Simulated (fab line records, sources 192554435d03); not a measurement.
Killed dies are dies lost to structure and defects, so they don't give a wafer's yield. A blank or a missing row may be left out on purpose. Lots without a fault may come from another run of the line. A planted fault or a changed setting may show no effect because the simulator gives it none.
One fault seen from 2 desks | flow n5_finfet | each desk has only its own numbers; what lay behind them comes last

THE METROLOGY DESK
What the gauges read, lot by lot, whatever tool the lot ran on: means of the sampled wafers that have a number. A lot is out of limits, marked OUT, if its mean lies more than 4 standard deviations from the usual mean; the brackets give that distance. Of its 10 readings 7 are shown: those that lie furthest out on some lot.
Columns: A = DIBL_N at N5_BEOL_M4_RC_MEAS_101, usual 36.3 mV/V; B = DIBL_P at N5_BEOL_M4_RC_MEAS_101, usual 36.5 mV/V; C = IOFF_P at N5_BEOL_M4_RC_MEAS_101, usual 0.22 nA/um; D = ION_N at N5_BEOL_M4_RC_MEAS_101, usual 676 uA/um; E = ION_P at N5_BEOL_M4_RC_MEAS_101, usual 464 uA/um; F = SS_P at N5_BEOL_M4_RC_MEAS_101, usual 73.3 mV/dec; G = VT_P at N5_BEOL_M4_RC_MEAS_101, usual -250 mV
lot  | first seen here | A    | B    | C    | D   | E   | F    | G
L533 | day 9 01:08     | 37.9 | 37.6 | 0.25 | 672 | 462 | 74.1 | -246
L535 | day 9 08:10     | 34.4 | 35.9 | 0.19 | 685 | 468 | 73.7 | -251
L540 | day 10 19:06    | 34.2 | 35.3 | 0.17 | 675 | 459 | 72.5 | -252
L543 | day 11 17:46    | 35.0 | 35.2 | 0.22 | 672 | 464 | 72.9 | -249
L544 | day 11 20:50    | 36.0 | 34.4 | 0.18 | 662 | 456 | 73.0 | -252
L548 | day 12 13:53    | 35.7 | 36.1 | 0.18 | 670 | 457 | 73.5 | -255
L550 | day 12 18:37    | 36.4 | 35.2 | 0.20 | 671 | 462 | 72.8 | -251
L553 | day 13 21:23    | 35.9 | 36.1 | 0.20 | 671 | 463 | 72.9 | -253
L555 | day 14 08:29    | 37.1 | 36.8 | 0.26 | 683 | 466 | 73.8 | -246
This desk's finding: nothing out of limits on any of the 9 lots.

THE TOOL OWNER'S DESK: pecvd-01
The tool's own readings at N5_BEOL_M4_PECVD_72 (deposits SiO2 from TEOS/O2, target thk 16 nm, time 18 s): means of the sampled wafers that have a number, for each lot that ran on this tool. A lot is out of limits, marked OUT, if its mean lies more than 4 standard deviations from the usual mean; the brackets give that distance.
Columns: A = heater_power_w at N5_BEOL_M4_PECVD_72, usual 757 W; B = showerhead_plenum_p_Torr at N5_BEOL_M4_PECVD_72, usual 8.79 Torr; C = showerhead_vpp_V at N5_BEOL_M4_PECVD_72, usual 1286 V; D = throttle_valve_pct at N5_BEOL_M4_PECVD_72, usual 22.5 %
lot  | first seen here | A   | B    | C    | D
L535 | day 8 18:40     | 764 | 8.81 | 1304 | 22.5
L540 | day 10 08:49    | 780 | 8.80 | 1306 | 22.2
This desk's finding: nothing out of limits on any of the 2 lots.

PUT TOGETHER
The metrology desk saw nothing out of limits.
The tool owner's desk saw nothing out of limits.

WHAT THE SIMULATOR HAD PUT IN
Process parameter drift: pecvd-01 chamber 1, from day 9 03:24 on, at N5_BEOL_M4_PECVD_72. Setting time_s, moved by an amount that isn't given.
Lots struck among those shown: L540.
